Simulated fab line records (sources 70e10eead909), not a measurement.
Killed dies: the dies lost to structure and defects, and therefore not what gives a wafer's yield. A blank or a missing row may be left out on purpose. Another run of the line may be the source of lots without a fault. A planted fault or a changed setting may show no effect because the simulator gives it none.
Which tool is to blame? + flow nand harc + Sampling: 23 lots, 69 wafers, 6 of 1159 route steps

WHAT EACH GAUGE READ, for each wafer
The record lacks any reading of a measuring or inspecting step that a usual standard deviation could be used to judge.

TOOL THAT RAN EACH LOT (tool first, then ch and the chambers of the sampled wafers, then the start)
| lot  | NHARC_A_STAIRCASE_TRIM_235                    | NHARC_A_STAIRCASE_DESCUM_252       | NHARC_A_STAIRCASE_STRIP_295                   | NHARC_A_STAIRCASE_STRIP_316                   | NHARC_A_STAIRCASE_ALD_420        | NHARC_A_STAIRCASE_DEP_322       |
|------|-----------------------------------------------|------------------------------------|-----------------------------------------------|-----------------------------------------------|----------------------------------|---------------------------------|
| L074 | rie diel-08 ch 0,1,2, day 11 16:50 or earlier | rie diel-08 ch 0,1, day 11 16:50   | rie diel-04 ch 0,1,2, day 12 12:34 or earlier | rie diel-12 ch 0,3, day 12 12:34 or earlier   | ald hk-04 ch 0,1,2, day 12 12:34 | pecvd-01 ch 0,1,2, day 13 04:28 |
| L076 | rie diel-12 ch 2,3, day 11 18:50 or earlier   | rie diel-12 ch 2,3, day 11 18:50   | rie diel-08 ch 0,1, day 12 19:37 or earlier   | rie diel-12 ch 1,2,3, day 12 19:37 or earlier | ald hk-03 ch 1,2,3, day 12 19:37 | pecvd-04 ch 0,1, day 13 10:50   |
| L075 | rie diel-04 ch 1,2,3, day 12 03:09 or earlier | rie diel-12 ch 0,1,3, day 12 03:09 | rie diel-04 ch 0,1,3, day 12 19:19 or earlier | rie diel-08 ch 0,1,3, day 12 19:19 or earlier | ald hk-01 ch 0,2,3, day 12 19:19 | pecvd-01 ch 0,1,2, day 13 10:32 |
| L079 | rie diel-04 ch 0,2,3, day 12 07:04 or earlier | rie diel-04 ch 1,3, day 12 07:04   | rie diel-04 ch 0,1,2, day 13 01:27 or earlier | rie diel-12 ch 1,3, day 13 01:27 or earlier   | ald hk-03 ch 1,2,3, day 13 01:27 | pecvd-03 ch 0,1, day 13 17:28   |
| L077 | rie diel-04 ch 1,2,3, day 12 07:07 or earlier | rie diel-08 ch 0,1,3, day 12 07:07 | rie diel-12 ch 0,3, day 13 01:18 or earlier   | rie diel-04 ch 0,1,2, day 13 01:18 or earlier | ald hk-04 ch 0,3, day 13 01:18   | pecvd-01 ch 0,2, day 13 17:28   |
| L078 | rie diel-12 ch 1,2,3, day 12 12:34 or earlier | rie diel-04 ch 0,3, day 12 12:34   | rie diel-04 ch 1,2,3, day 13 08:58 or earlier | rie diel-08 ch 0,1,2, day 13 08:58 or earlier | ald hk-01 ch 0,1, day 13 08:58   | pecvd-01 ch 1,2, day 14 00:34   |
| L081 | rie diel-08 ch 1,2,3, day 13 00:14 or earlier | rie diel-12 ch 1,2,3, day 13 00:14 | rie diel-08 ch 1,2,3, day 13 17:47 or earlier | rie diel-12 ch 1,2,3, day 13 17:47 or earlier | ald hk-03 ch 0,1,2, day 13 17:47 | pecvd-03 ch 0,2, day 14 14:04   |
| L082 | rie diel-08 ch 0,1,2, day 13 03:01 or earlier | rie diel-08 ch 1,3, day 13 03:01   | rie diel-12 ch 0,2, day 13 22:49 or earlier   | rie diel-12 ch 0,1,3, day 13 22:49 or earlier | ald hk-01 ch 0,1,3, day 13 22:49 | pecvd-04 ch 0,1,2, day 14 13:59 |
| L080 | rie diel-12 ch 0,3, day 13 06:58 or earlier   | rie diel-12 ch 0,1,3, day 13 06:58 | rie diel-08 ch 0,1, day 14 03:42 or earlier   | rie diel-04 ch 0,1,2, day 14 03:42 or earlier | ald hk-01 ch 0,1,3, day 14 03:42 | pecvd-01 ch 0,1, day 14 19:01   |
| L083 | rie diel-04 ch 0,3, day 13 13:14 or earlier   | rie diel-12 ch 1,2,3, day 13 13:14 | rie diel-12 ch 2,3, day 14 10:24 or earlier   | rie diel-04 ch 0,3, day 14 10:24 or earlier   | ald hk-04 ch 0,1,3, day 14 10:24 | pecvd-04 ch 1,2, day 15 04:50   |
| L084 | rie diel-04 ch 0,1,3, day 13 15:01 or earlier | rie diel-04 ch 0,1,2, day 13 15:01 | rie diel-12 ch 2,3, day 14 11:12 or earlier   | rie diel-04 ch 1,2,3, day 14 11:12 or earlier | ald hk-04 ch 0,3, day 14 11:12   | pecvd-01 ch 0,2, day 15 05:02   |
| L085 | rie diel-04 ch 0,2,3, day 14 17:40 or earlier | rie diel-08 ch 0,3, day 14 17:40   | rie diel-08 ch 0,2,3, day 15 11:43 or earlier | rie diel-12 ch 0,1,2, day 15 11:43 or earlier | ald hk-03 ch 2,3, day 15 11:43   | pecvd-04 ch 0,1, day 16 03:14   |
| L087 | rie diel-12 ch 0,3, day 14 18:34 or earlier   | rie diel-12 ch 0,1,2, day 14 18:34 | rie diel-12 ch 0,2, day 15 15:28 or earlier   | rie diel-04 ch 0,1,2, day 15 15:28 or earlier | ald hk-03 ch 0,3, day 15 15:28   | pecvd-01 ch 1,2, day 16 06:58   |
| L088 | rie diel-12 ch 1,2, day 14 18:52 or earlier   | rie diel-12 ch 2,3, day 14 18:52   | rie diel-08 ch 1,2,3, day 15 15:48 or earlier | rie diel-04 ch 1,2, day 15 15:48 or earlier   | ald hk-04 ch 0,1,3, day 15 15:48 | pecvd-03 ch 0,1, day 16 06:55   |
| L086 | rie diel-12 ch 0,1, day 14 21:02 or earlier   | rie diel-08 ch 0,2,3, day 14 21:02 | rie diel-08 ch 0,3, day 15 21:00 or earlier   | rie diel-12 ch 0,2,3, day 15 21:00 or earlier | ald hk-04 ch 0,1,2, day 15 21:00 | pecvd-01 ch 0,1, day 16 12:56   |
| L089 | rie diel-12 ch 0,1,3, day 15 04:55 or earlier | rie diel-12 ch 0,1,3, day 15 04:55 | rie diel-04 ch 1,3, day 15 20:40 or earlier   | rie diel-08 ch 0,1, day 15 20:40 or earlier   | ald hk-01 ch 0,2, day 15 20:40   | pecvd-03 ch 0,1, day 16 12:59   |
| L093 | rie diel-08 ch 0,2,3, day 15 15:19 or earlier | rie diel-04 ch 0,2,3, day 15 15:19 | rie diel-08 ch 1,2, day 16 16:11 or earlier   | rie diel-12 ch 0,3, day 16 16:11 or earlier   | ald hk-04 ch 0,2,3, day 16 16:11 | pecvd-03 ch 0,1,2, day 17 07:18 |
| L091 | rie diel-04 ch 1,2,3, day 15 19:49 or earlier | rie diel-12 ch 0,1,3, day 15 19:49 | rie diel-04 ch 0,1,3, day 16 16:49 or earlier | rie diel-12 ch 0,2,3, day 16 16:49 or earlier | ald hk-04 ch 0,2,3, day 16 16:49 | pecvd-01 ch 0,2, day 17 06:37   |
| L090 | rie diel-12 ch 0,1, day 15 20:16 or earlier   | rie diel-12 ch 2,3, day 15 20:16   | rie diel-12 ch 0,1,2, day 16 14:17 or earlier | rie diel-04 ch 1,3, day 16 14:17 or earlier   | ald hk-01 ch 0,3, day 16 14:17   | pecvd-03 ch 0,1,2, day 17 06:27 |
| L095 | rie diel-12 ch 0,1,3, day 16 11:35 or earlier | rie diel-12 ch 0,2,3, day 16 11:35 | rie diel-12 ch 1,2,3, day 17 07:59 or earlier | rie diel-08 ch 1,2,3, day 17 07:59 or earlier | ald hk-03 ch 1,2,3, day 17 07:59 | pecvd-03 ch 0,1, day 18 15:05   |
| L094 | rie diel-08 ch 0,2,3, day 16 14:10 or earlier | rie diel-12 ch 1,3, day 16 14:10   | rie diel-04 ch 0,1, day 17 08:09 or earlier   | rie diel-04 ch 0,1, day 17 08:09 or earlier   | ald hk-01 ch 0,2,3, day 17 08:09 | pecvd-04 ch 0,1, day 18 15:16   |
| L097 | rie diel-04 ch 1,2, day 17 05:04 or earlier   | rie diel-12 ch 0,3, day 17 05:04   | rie diel-04 ch 0,1, day 17 23:25 or earlier   | rie diel-12 ch 0,1, day 17 23:25 or earlier   | ald hk-03 ch 0,3, day 17 23:25   | pecvd-03 ch 0,1, day 18 15:38   |
| L096 | rie diel-08 ch 0,1,2, day 17 05:43 or earlier | rie diel-12 ch 0,3, day 17 05:43   | rie diel-08 ch 2,3, day 17 23:44 or earlier   | rie diel-08 ch 1,2, day 17 23:44 or earlier   | ald hk-04 ch 0,1,3, day 17 23:44 | pecvd-04 ch 0,2, day 18 15:50   |
- NHARC_A_STAIRCASE_TRIM_235: chemistry O2, time 211.2 s.
- NHARC_A_STAIRCASE_DESCUM_252: chemistry O2, time 3 s.
- NHARC_A_STAIRCASE_STRIP_295: strips in O2.
- NHARC_A_STAIRCASE_STRIP_316: strips in O2.
- NHARC_A_STAIRCASE_ALD_420: deposits SiO2, target thk 20 nm, pulse time 6 s, ald cycles 200.
- NHARC_A_STAIRCASE_DEP_322: deposits SiO2, target thk 3800 nm.

WHAT THE TOOLS THEMSELVES READ (means of the sampled wafers that have a number; where no wafer has one, the mark that the record gives instead)
NHARC_A_STAIRCASE_TRIM_235.
| lot  | tool        | drypump motor current A (A) | oes product au (a.u.) | rf vpp V (V) | showerhead plenum p Torr (Torr) | throttle valve pct (%) |
|------|-------------|-----------------------------|-----------------------|--------------|---------------------------------|------------------------|
| L074 | rie diel-08 | 5.5                         | 0.998                 | 57.9         | 3.64                            | 17.029                 |
| L076 | rie diel-12 | 5.3                         | 0.997                 | 58.8         | 3.73                            | 17.037                 |
| L075 | rie diel-04 | 5.9                         | 0.999                 | 58.1         | 3.56                            | 17.030                 |
| L079 | rie diel-04 | 5.8                         | 0.997                 | 57.6         | 3.54                            | 17.039                 |
| L077 | rie diel-04 | 5.9                         | 0.999                 | 57.4         | 3.56                            | 17.033                 |
| L078 | rie diel-12 | 5.6                         | 0.997                 | 58.5         | 3.64                            | 17.038                 |
| L081 | rie diel-08 | 5.8                         | 0.997                 | 57.8         | 3.70                            | 17.033                 |
| L082 | rie diel-08 | 5.5                         | 1.006                 | 58.3         | 3.63                            | 17.035                 |
| L080 | rie diel-12 | 5.5                         | 0.997                 | 57.1         | 3.53                            | 17.037                 |
| L083 | rie diel-04 | 5.6                         | 0.998                 | 57.8         | 3.55                            | 17.027                 |
| L084 | rie diel-04 | 5.7                         | 1.008                 | 58.1         | 3.57                            | 17.026                 |
| L085 | rie diel-04 | 5.9                         | 0.998                 | 58.0         | 3.53                            | 17.034                 |
| L087 | rie diel-12 | 5.4                         | 0.989                 | 57.2         | 3.61                            | 17.037                 |
| L088 | rie diel-12 | 5.7                         | 0.984                 | 58.3         | 3.65                            | 17.030                 |
| L086 | rie diel-12 | 5.9                         | 0.982                 | 56.7         | 3.44                            | 17.043                 |
| L089 | rie diel-12 | 5.6                         | 0.986                 | 57.7         | 3.52                            | 17.037                 |
| L093 | rie diel-08 | 5.6                         | 1.011                 | 57.6         | 3.60                            | 17.035                 |
| L091 | rie diel-04 | 5.8                         | 1.002                 | 58.6         | 3.55                            | 17.037                 |
| L090 | rie diel-12 | 5.8                         | 1.004                 | 58.0         | 3.43                            | 17.034                 |
| L095 | rie diel-12 | 5.6                         | 0.995                 | 57.9         | 3.51                            | 17.037                 |
| L094 | rie diel-08 | 5.6                         | 1.002                 | 58.0         | 3.59                            | 17.031                 |
| L097 | rie diel-04 | 5.8                         | 1.000                 | 57.5         | 3.58                            | 17.045                 |
| L096 | rie diel-08 | 5.5                         | 1.003                 | 58.7         | 3.61                            | 17.030                 |

NHARC_A_STAIRCASE_DESCUM_252.
| lot  | tool        | drypump motor current A (A) | oes product au (a.u.) | rf vpp V (V) | showerhead plenum p Torr (Torr) | throttle valve pct (%) |
|------|-------------|-----------------------------|-----------------------|--------------|---------------------------------|------------------------|
| L074 | rie diel-08 | 5.5                         | 1.009                 | 57.8         | 1.98                            | 11.311                 |
| L076 | rie diel-12 | 5.5                         | 0.997                 | 57.8         | 2.04                            | 11.302                 |
| L075 | rie diel-12 | 5.6                         | 0.998                 | 58.1         | 1.92                            | 11.302                 |
| L079 | rie diel-04 | 5.7                         | 1.009                 | 58.0         | 1.95                            | 11.315                 |
| L077 | rie diel-08 | 5.7                         | 0.998                 | 57.3         | 1.97                            | 11.312                 |
| L078 | rie diel-04 | 5.6                         | 1.005                 | 57.7         | 1.93                            | 11.309                 |
| L081 | rie diel-12 | 5.6                         | 0.999                 | 57.9         | 1.98                            | 11.308                 |
| L082 | rie diel-08 | 6.0                         | 1.000                 | 58.4         | 2.00                            | 11.306                 |
| L080 | rie diel-12 | 5.6                         | 0.996                 | 57.1         | 1.92                            | 11.316                 |
| L083 | rie diel-12 | 5.6                         | 0.990                 | 57.8         | 1.98                            | 11.310                 |
| L084 | rie diel-04 | 5.8                         | 0.985                 | 57.9         | 1.94                            | 11.314                 |
| L085 | rie diel-08 | 5.9                         | 0.996                 | 57.5         | 1.95                            | 11.309                 |
| L087 | rie diel-12 | 5.7                         | 0.995                 | 57.3         | 1.92                            | 11.309                 |
| L088 | rie diel-12 | 5.3                         | 0.987                 | 58.2         | 2.02                            | 11.311                 |
| L086 | rie diel-08 | 5.6                         | 1.004                 | 57.4         | 1.96                            | 11.312                 |
| L089 | rie diel-12 | 5.6                         | 0.987                 | 58.3         | 1.91                            | 11.300                 |
| L093 | rie diel-04 | 5.8                         | 1.005                 | 57.8         | 1.91                            | 11.302                 |
| L091 | rie diel-12 | 5.6                         | 0.994                 | 56.9         | 1.91                            | 11.310                 |
| L090 | rie diel-12 | 5.3                         | 0.991                 | 58.5         | 2.02                            | 11.321                 |
| L095 | rie diel-12 | 5.5                         | 0.999                 | 57.8         | 1.96                            | 11.315                 |
| L094 | rie diel-12 | 5.5                         | 0.982                 | 58.8         | 1.96                            | 11.305                 |
| L097 | rie diel-12 | 5.5                         | 1.008                 | 57.7         | 1.90                            | 11.323                 |
| L096 | rie diel-12 | 5.3                         | 1.002                 | 58.5         | 1.96                            | 11.307                 |

NHARC_A_STAIRCASE_STRIP_295.
| lot  | tool        | drypump motor current A (A) | oes product au (a.u.) | rf vpp V (V) | showerhead plenum p Torr (Torr) | throttle valve pct (%) |
|------|-------------|-----------------------------|-----------------------|--------------|---------------------------------|------------------------|
| L074 | rie diel-04 | 5.8                         | 1.002                 | 58.2         | 3.59                            | 17.043                 |
| L076 | rie diel-08 | 5.4                         | 1.011                 | 58.2         | 3.55                            | 17.033                 |
| L075 | rie diel-04 | 5.7                         | 0.999                 | 57.9         | 3.57                            | 17.041                 |
| L079 | rie diel-04 | 5.8                         | 0.994                 | 57.6         | 3.58                            | 17.037                 |
| L077 | rie diel-12 | 5.3                         | 1.004                 | 57.9         | 3.62                            | 17.033                 |
| L078 | rie diel-04 | 5.9                         | 0.997                 | 58.0         | 3.56                            | 17.043                 |
| L081 | rie diel-08 | 5.8                         | 0.999                 | 58.3         | 3.69                            | 17.033                 |
| L082 | rie diel-12 | 5.6                         | 0.995                 | 57.8         | 3.54                            | 17.031                 |
| L080 | rie diel-08 | 5.5                         | 1.005                 | 58.3         | 3.64                            | 17.040                 |
| L083 | rie diel-12 | 5.4                         | 0.999                 | 58.5         | 3.73                            | 17.046                 |
| L084 | rie diel-12 | 5.3                         | 0.996                 | 58.5         | 3.72                            | 17.030                 |
| L085 | rie diel-08 | 5.6                         | 1.013                 | 57.8         | 3.60                            | 17.050                 |
| L087 | rie diel-12 | 5.7                         | 0.991                 | 57.3         | 3.53                            | 17.033                 |
| L088 | rie diel-08 | 5.8                         | 1.011                 | 57.7         | 3.69                            | 17.037                 |
| L086 | rie diel-08 | 5.5                         | 1.010                 | 57.0         | 3.52                            | 17.040                 |
| L089 | rie diel-04 | 5.7                         | 1.007                 | 58.4         | 3.53                            | 17.038                 |
| L093 | rie diel-08 | 5.6                         | 1.019                 | 58.3         | 3.70                            | 17.047                 |
| L091 | rie diel-04 | 5.7                         | 0.998                 | 57.6         | 3.55                            | 17.039                 |
| L090 | rie diel-12 | 5.7                         | 0.996                 | 57.5         | 3.53                            | 17.036                 |
| L095 | rie diel-12 | 5.6                         | 0.994                 | 57.8         | 3.62                            | 17.026                 |
| L094 | rie diel-04 | 5.7                         | 0.983                 | 57.6         | 3.59                            | 17.026                 |
| L097 | rie diel-04 | 5.6                         | 0.993                 | 58.0         | 3.57                            | 17.027                 |
| L096 | rie diel-08 | 6.0                         | 0.997                 | 58.1         | 3.65                            | 17.045                 |

NHARC_A_STAIRCASE_STRIP_316.
| lot  | tool        | drypump motor current A (A) | oes product au (a.u.) | rf vpp V (V) | showerhead plenum p Torr (Torr) | throttle valve pct (%) |
|------|-------------|-----------------------------|-----------------------|--------------|---------------------------------|------------------------|
| L074 | rie diel-12 | 5.34                        | 0.990                 | 57.9         | 3.62                            | 17.036                 |
| L076 | rie diel-12 | 5.58                        | 0.998                 | 58.4         | 3.64                            | 17.038                 |
| L075 | rie diel-08 | 5.72                        | 1.002                 | 58.4         | 3.62                            | 17.037                 |
| L079 | rie diel-12 | 5.49                        | 0.994                 | 57.8         | 3.62                            | 17.033                 |
| L077 | rie diel-04 | 5.80                        | 0.995                 | 58.1         | 3.58                            | 17.036                 |
| L078 | rie diel-08 | 5.48                        | 0.994                 | 58.1         | 3.63                            | 17.033                 |
| L081 | rie diel-12 | 5.58                        | 0.995                 | 58.4         | 3.63                            | 17.034                 |
| L082 | rie diel-12 | 5.60                        | 0.995                 | 57.3         | 3.53                            | 17.037                 |
| L080 | rie diel-04 | 5.79                        | 0.990                 | 57.9         | 3.58                            | 17.035                 |
| L083 | rie diel-04 | 5.62                        | 0.993                 | 57.2         | 3.55                            | 17.033                 |
| L084 | rie diel-04 | 5.86                        | 1.009                 | 58.3         | 3.56                            | 17.029                 |
| L085 | rie diel-12 | 5.74                        | 0.997                 | 57.9         | 3.54                            | 17.038                 |
| L087 | rie diel-04 | 5.80                        | 0.990                 | 57.5         | 3.57                            | 17.039                 |
| L088 | rie diel-04 | 5.99                        | 1.008                 | 58.3         | 3.57                            | 17.038                 |
| L086 | rie diel-12 | 5.48                        | 0.991                 | 57.6         | 3.62                            | 17.035                 |
| L089 | rie diel-08 | 5.39                        | 1.012                 | 56.8         | 3.54                            | 17.040                 |
| L093 | rie diel-12 | 5.38                        | 0.985                 | 58.0         | 3.60                            | 17.031                 |
| L091 | rie diel-12 | 5.45                        | 0.992                 | 58.0         | 3.62                            | 17.038                 |
| L090 | rie diel-04 | 5.75                        | 1.011                 | 57.6         | 3.53                            | 17.046                 |
| L095 | rie diel-08 | 5.80                        | 1.003                 | 59.0         | 3.68                            | 17.045                 |
| L094 | rie diel-04 | 5.58                        | 0.984                 | 58.6         | 3.57                            | 17.047                 |
| L097 | rie diel-12 | 5.89                        | 0.996                 | 58.0         | 3.43                            | 17.036                 |
| L096 | rie diel-08 | 5.64                        | 0.993                 | 58.4         | 3.69                            | 17.039                 |

NHARC_A_STAIRCASE_ALD_420.
| lot  | tool      | heater power outer w (W) | heater power w (W) | precursor pulse height rel |
|------|-----------|--------------------------|--------------------|----------------------------|
| L074 | ald hk-04 | 242                      | 447                | 1.020                      |
| L076 | ald hk-03 | 252                      | 445                | 1.003                      |
| L075 | ald hk-01 | 261                      | 448                | 1.018                      |
| L079 | ald hk-03 | 257                      | 438                | 1.014                      |
| L077 | ald hk-04 | 268                      | 460                | 0.996                      |
| L078 | ald hk-01 | 248                      | 447                | 1.011                      |
| L081 | ald hk-03 | 266                      | 456                | 0.995                      |
| L082 | ald hk-01 | 273                      | 486                | 1.003                      |
| L080 | ald hk-01 | 278                      | 479                | 0.988                      |
| L083 | ald hk-04 | 256                      | 464                | 0.995                      |
| L084 | ald hk-04 | 265                      | 459                | 1.014                      |
| L085 | ald hk-03 | 270                      | 487                | 1.014                      |
| L087 | ald hk-03 | 281                      | 500                | 1.014                      |
| L088 | ald hk-04 | 258                      | 460                | 1.006                      |
| L086 | ald hk-04 | 247                      | 447                | 0.997                      |
| L089 | ald hk-01 | 237                      | 414                | 0.991                      |
| L093 | ald hk-04 | 249                      | 452                | 1.003                      |
| L091 | ald hk-04 | 250                      | 442                | 1.005                      |
| L090 | ald hk-01 | 259                      | 448                | 1.030                      |
| L095 | ald hk-03 | 270                      | 464                | 1.013                      |
| L094 | ald hk-01 | 264                      | 445                | 1.009                      |
| L097 | ald hk-03 | 277                      | 492                | 1.008                      |
| L096 | ald hk-04 | 258                      | 456                | 1.013                      |

NHARC_A_STAIRCASE_DEP_322.
| lot  | tool     | heater power outer w (W) | heater power w (W) |
|------|----------|--------------------------|--------------------|
| L074 | pecvd-01 | 396                      | 684                |
| L076 | pecvd-04 | 401                      | 692                |
| L075 | pecvd-01 | 402                      | 686                |
| L079 | pecvd-03 | 362                      | 634                |
| L077 | pecvd-01 | 347                      | 585                |
| L078 | pecvd-01 | 364                      | 655                |
| L081 | pecvd-03 | 403                      | 716                |
| L082 | pecvd-04 | 420                      | 714                |
| L080 | pecvd-01 | 354                      | 629                |
| L083 | pecvd-04 | 408                      | 688                |
| L084 | pecvd-01 | 364                      | 647                |
| L085 | pecvd-04 | 419                      | 708                |
| L087 | pecvd-01 | 366                      | 658                |
| L088 | pecvd-03 | 351                      | 625                |
| L086 | pecvd-01 | 365                      | 613                |
| L089 | pecvd-03 | 389                      | 666                |
| L093 | pecvd-03 | 337                      | 614                |
| L091 | pecvd-01 | 374                      | 632                |
| L090 | pecvd-03 | 389                      | 691                |
| L095 | pecvd-03 | 334                      | 586                |
| L094 | pecvd-04 | 404                      | 703                |
| L097 | pecvd-03 | 337                      | 587                |
| L096 | pecvd-04 | 392                      | 701                |

THE ANSWER, worked out from the rows above alone
Rule: the usual values come from the lots themselves. The widest of any qualifying gaps counts: lots, ordered by their means at a reading, are off when they make up no more than a third of the lots, leave a main group of 4 or more, and stand apart from it by 3 or more times the standard deviation of that group's means. A main group whose means are all the same, to the digits that the tables above print for the reading, isn't used. A lot without any number at a reading at which 4 lots or more have one is off too. All remaining lots with rows at the step are treated as sound. First the gauges in route order, then the tools' own readings, where a lot's mean is used as printed above. At the first step where some lot is off, the reading lying furthest off is the one used; lots without a number count as furthest.
No lot is off on any of the readings shown, so nothing can be concluded from this.

WHAT THE SIMULATOR PUT IN
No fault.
